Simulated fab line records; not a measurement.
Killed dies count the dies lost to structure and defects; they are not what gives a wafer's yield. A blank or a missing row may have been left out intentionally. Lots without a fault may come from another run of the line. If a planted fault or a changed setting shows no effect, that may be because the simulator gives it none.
Which of the tools did it? ; flow nandHarc ; 24 lots with 72 wafers sampled at 3 steps, on a route of 1159 steps

## WHAT EACH GAUGE READ, for each wafer
NHARC_A_ONON_D1_THK_MEAS_11: measures by ellipsometry.
lot;measured;on;thkNm (nm)
L075;day 7 19:11;filmMetro-01;1022 1021 1020
L074;day 8 03:16;filmMetro-01;998 998 998
L076;day 8 03:24;filmMetro-01;1002 1002 1000
L077;day 8 03:17;filmMetro-02;994 996 995
L079;day 8 13:18;filmMetro-01;981 980 980
L078;day 8 13:10;filmMetro-01;993 993 993
L080;day 9 05:56;filmMetro-02;1000 1000 1000
L081;day 9 21:52;filmMetro-01;996 996 996
L082;day 9 21:53;filmMetro-02;985 981 982
L083;day 9 22:01;filmMetro-01;982 983 983
L084;day 9 22:13;filmMetro-01;1006 1007 1007
L089;day 10 20:27;filmMetro-02;989 988 988
L086;day 10 20:29;filmMetro-02;1005 1004 1003
L085;day 10 20:26;filmMetro-01;998 998 998
L088;day 11 04:49;filmMetro-01;1001 1002 1000
L087;day 11 04:51;filmMetro-02;1011 1011 1011
L090;day 11 13:14;filmMetro-02;999 1000 998
L091;day 11 21:47;filmMetro-01;994 995 995
L092;day 12 08:29;filmMetro-02;988 987 987
L094;day 12 08:20;filmMetro-01;1005 1006 1006
L093;day 12 08:21;filmMetro-02;991 993 994
L095;day 12 18:36;filmMetro-02;1002 1000 999
L096;day 12 18:29;filmMetro-02;972 974 974
L097;day 13 15:33;filmMetro-02;1018 1018 1018

NHARC_A_ONON_D1_INSPECT_32.
lot;measured;on;rawDefectCount
L075;day 8 06:01;defectInspect-01;71 50 57
L074;day 8 14:37;defectInspect-02;43 67 65
L076;day 8 14:53;defectInspect-01;52 86 64
L077;day 8 14:50;defectInspect-02;57 51 52
L079;day 8 23:46;defectInspect-01;65 64 90
L078;day 8 23:47;defectInspect-02;59 114 54
L080;day 9 17:13;defectInspect-02;60 120 105
L081;day 10 08:20;defectInspect-02;64 50 43
L082;day 10 08:20;defectInspect-01;52 89 60
L083;day 10 08:27;defectInspect-02;61 57 46
L084;day 10 08:40;defectInspect-01;114 65 99
L089;day 11 08:01;defectInspect-01;118 95 73
L086;day 11 08:08;defectInspect-02;81 79 47
L085;day 11 07:51;defectInspect-02;53 87 92
L088;day 11 15:27;defectInspect-01;83 60 78
L087;day 11 15:34;defectInspect-02;82 66 70
L090;day 12 01:07;defectInspect-01;51 50 51
L091;day 12 10:55;defectInspect-02;65 98 52
L092;day 12 19:22;defectInspect-02;56 69 57
L094;day 12 19:38;defectInspect-01;63 54 87
L093;day 12 19:51;defectInspect-01;100 60 76
L095;day 13 05:13;defectInspect-02;61 63 59
L096;day 13 04:58;defectInspect-02;67 70 78
L097;day 14 05:04;defectInspect-02;50 75 63

## WHAT TOOL EACH LOT RAN ON (gives the tool, then ch and the chambers of the sampled wafers, and finally the start)
lot;NHARC_P_BONDPAD_ANNEAL_28
L075;rtpAnneal-01 ch 0, day 6 17:03
L074;rtpAnneal-02 ch 0, day 6 22:52
L076;rtpAnneal-01 ch 0, day 7 03:47
L077;rtpAnneal-01 ch 0, day 7 04:23
L079;rtpAnneal-01 ch 0, day 7 10:22
L078;rtpAnneal-01 ch 0, day 7 11:19
L080;rtpAnneal-01 ch 0, day 8 00:14
L081;rtpAnneal-02 ch 0, day 8 14:34
L082;rtpAnneal-01 ch 0, day 8 15:16
L083;rtpAnneal-01 ch 0, day 8 16:35
L084;rtpAnneal-01 ch 0, day 8 21:22
L089;rtpAnneal-02 ch 0, day 9 18:35
L086;rtpAnneal-01 ch 0, day 9 19:46
L085;rtpAnneal-02 ch 0, day 9 21:08
L088;rtpAnneal-01 ch 0, day 10 02:15
L087;rtpAnneal-02 ch 0, day 10 02:27
L090;rtpAnneal-02 ch 0, day 10 10:45
L091;rtpAnneal-01 ch 0, day 10 15:46
L092;rtpAnneal-02 ch 0, day 11 01:49
L094;rtpAnneal-01 ch 0, day 11 02:13
L093;rtpAnneal-02 ch 0, day 11 03:49
L095;rtpAnneal-01 ch 0, day 11 16:07
L096;rtpAnneal-02 ch 0, day 11 16:22
L097;rtpAnneal-02 ch 0, day 12 08:53
- NHARC_P_BONDPAD_ANNEAL_28: time 90 s.

## WHAT THE TOOLS THEMSELVES READ (means of the sampled wafers that have a number; where no wafer has one, the mark that the record gives instead)
NHARC_P_BONDPAD_ANNEAL_28.
lot;tool;wafer_temp_C_max
L075;rtpAnneal-01;226.0
L074;rtpAnneal-02;225.6
L076;rtpAnneal-01;226.4
L077;rtpAnneal-01;226.4
L079;rtpAnneal-01;226.0
L078;rtpAnneal-01;226.3
L080;rtpAnneal-01;226.2
L081;rtpAnneal-02;225.7
L082;rtpAnneal-01;226.1
L083;rtpAnneal-01;226.0
L084;rtpAnneal-01;226.0
L089;rtpAnneal-02;225.7
L086;rtpAnneal-01;226.1
L085;rtpAnneal-02;225.8
L088;rtpAnneal-01;226.2
L087;rtpAnneal-02;225.7
L090;rtpAnneal-02;225.8
L091;rtpAnneal-01;225.8
L092;rtpAnneal-02;225.6
L094;rtpAnneal-01;226.3
L093;rtpAnneal-02;225.7
L095;rtpAnneal-01;226.1
L096;rtpAnneal-02;225.6
L097;rtpAnneal-02;225.8

## THE ANSWER, worked out from the rows above alone
Rule: what is usual is taken from the lots themselves. The widest of any qualifying gaps counts: lots, ordered by their means at a reading, are off when they make up no more than a third of the lots, leave a main group of 4 or more, and stand apart from it by 3 or more times the standard deviation of that group's means. Not used: any main group whose means are identical at the precision the tables above print for the reading. Also off: a lot with no number at a reading for which 4 or more lots have one. The other lots that the step has rows for count as sound. The gauges are gone through in route order, then the tools' own readings, and for those a lot's mean is taken as printed above. The first step at which some lot is off is used, and at that step the reading that is off furthest; a lot without a number counts as furthest.
None of the lots is off at any reading shown; this tells nothing.

## WHAT THE SIMULATOR HAD PUT IN
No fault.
